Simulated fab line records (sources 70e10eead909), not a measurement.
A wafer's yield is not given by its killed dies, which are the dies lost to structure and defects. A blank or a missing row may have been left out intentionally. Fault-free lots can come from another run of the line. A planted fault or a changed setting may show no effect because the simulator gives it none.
Chamber matching    flow nand_harc    NHARC_A_SLIT_ETCH_29 on rie_diel-13: 4 sister chambers
The step etches the open film in CF4/O2, target depth 100 nm, overetch 10 nm, time 55 s. 14 wafers are shown with their chamber, then 7 later ones without.

== WAFERS, EACH WITH ITS CHAMBER ==
wafer   chamber  drypump_motor_current_A (A)  rf_fwd_power_W (W)  rf_vpp_V (V)
L074.4  1        6.0                          298.3               200.6
L074.5  0        5.9                          295.1               199.0
L074.6  2        5.2                          297.1               196.2
L077.1  2        5.2                          298.1               195.7
L077.2  0        5.9                          297.2               198.7
L077.3  1        6.1                          298.0               197.9
L084.2  0        5.9                          295.9               200.0
L084.5  3        6.2                          294.6               196.7
L084.6  2        5.2                          295.3               194.8
L090.3  0        5.9                          295.9               197.3
L090.4  2        5.2                          297.1               195.6
L090.6  0        5.9                          296.5               198.5
L093.2  2        5.2                          297.4               196.7
L093.5  3        6.2                          294.1               195.8

SIGNATURES, as means of the wafers listed above
reading                  chamber 0  chamber 1  chamber 2  chamber 3  scatter within a chamber
drypump_motor_current_A  5.900      6.050      5.200      6.200      0.0224
rf_fwd_power_W           296.120    298.150    297.000    294.350    0.831
rf_vpp_V                 198.700    199.250    195.800    196.250    0.992
Rule: for each reading, subtract the chamber's mean from the wafer's reading, divide by that reading's scatter and square the result; add these up over the readings and take the root, which gives the wafer's distance from the chamber. If the next closest chamber is less than 2 further off than the closest, the wafer can't be placed; otherwise it belongs to the closest. The scatter: the root of (the sum of the squares of (reading less its chamber's mean) over the shown wafers, divided by (wafers less chambers)).

== WAFERS MISSING THEIR CHAMBER ==
wafer   drypump_motor_current_A (A)  rf_fwd_power_W (W)  rf_vpp_V (V)
L093.6  5.9                          297.6               198.3
L092.2  5.9                          295.2               197.9
L092.4  6.2                          293.9               198.1
L092.6  5.2                          297.5               196.0
L095.2  5.2                          295.1               195.2
L095.4  5.9                          297.9               197.5
L095.6  6.1                          298.7               199.4

== CHAMBER TAKEN BY EACH ==
wafer   from the rows above  in truth
L093.6  0                    0
L092.2  0                    0
L092.4  3                    3
L092.6  2                    2
L095.2  2                    2
L095.4  0                    0
L095.6  1                    1
Correctly placed: 7 of 7. Number that these rows cannot place: 0. 0 placed wrongly.
